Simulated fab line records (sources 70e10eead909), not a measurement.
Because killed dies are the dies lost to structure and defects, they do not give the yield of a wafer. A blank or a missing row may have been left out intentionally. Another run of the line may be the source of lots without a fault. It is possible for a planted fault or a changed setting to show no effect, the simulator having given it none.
Struck lot and sound lot, side by side || flow nand-harc || 11 steps out of a route of 1302
Sound: these wafers, L849.1, L849.3, L849.4. The struck wafers were L852.4, L852.5, L852.6. Last of all comes the cause.
Each step with rows lists, per side, the tool, then ch with its chambers, then its first start. Under that, the readings that differ: sound wafers || struck wafers || difference of the means || sigmas: that difference in standard deviations of wafers without a fault.
alike: same words and numbers on both sides, and readings whose means sit less than 2 such deviations apart. not compared: any withheld reading, any reading some wafer has no value for, any bound like >300 that may hide the same value, and any number with overlapping values for which the record gives no deviation.
Wherever a step has rows on one side only, a row that says differs or no value, or a row with sigmas, the two part there. When numbers do not overlap yet have no deviation, they are printed without sigmas and do not part them. Lack of a reading on every wafer of one side parts them only where that side has two or more wafers.

first, 3 steps without rows for these wafers: NHARC_A_STAIRCASE_WET_418 (chemistry H3PO4, target depth 20 nm); NHARC_A_STAIRCASE_PRECLEAN_419 (cleans in SC1); NHARC_A_STAIRCASE_SRD_421.
NHARC_A_STAIRCASE_ALD_420: deposits SiO2, target thk 20 nm, pulse time 6 s, ald cycles 200.
  sound on ald-hk-03 ch 0,2,3, day 20 21:43; struck on ald-hk-01 ch 1,2, day 21 23:31
  alike: heater-power-w, precursor-pulse-height-rel, susceptor-temp-C
then, 1 step without rows for these wafers: NHARC_A_STAIRCASE_CVD_552 (deposits SiNx, target thk 40 nm).
NHARC_A_STAIRCASE_DEP_151: deposits SiO2, target thk 7200 nm.
  sound on pecvd-02 ch 1,2, day 21 07:44; struck on pecvd-01 ch 0,1,2, day 22 07:45
  alike: heater-power-w, susceptor-temp-C
then, 1 step without rows for these wafers: NHARC_A_STAIRCASE_ANNEAL_320 (time 1800 s).
NHARC_A_STAIRCASE_DEP_322: deposits SiO2, target thk 7200 nm.
  sound on pecvd-03 ch 0,2, day 21 18:58; struck on pecvd-02 ch 0,1,2, day 22 16:01
  alike: heater-power-w, susceptor-temp-C
then, 1 step without rows for these wafers: NHARC_A_STAIRCASE_ANNEAL_323 (time 1800 s).
NHARC_A_STAIRCASE_DEP_325: deposits SiO2, target thk 7200 nm.
  sound on pecvd-03 ch 1,2, day 22 06:14; struck on pecvd-02 ch 0,1,2, day 22 23:11
  alike: heater-power-w, susceptor-temp-C
NHARC_A_STAIRCASE_ANNEAL_326: time 1800 s.
  struck on furnace-08, day 23 02:50; sound on furnace-02 ch 0, day 22 10:41
  no value came back on the struck wafers for run-length-s (s), spike-tc-bottom-C (C), zone-power-lower-pct (%); on the sound wafers run-length-s (s) reads 1842 1842 1842

## WHERE THEY PART
At NHARC_A_STAIRCASE_ANNEAL_326 and nowhere else, as far as this record goes.

WHY: whatever the simulator had introduced
Entire step skipped (furnace-08, NHARC_A_STAIRCASE_ANNEAL_326), from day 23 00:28 onward. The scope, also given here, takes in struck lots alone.
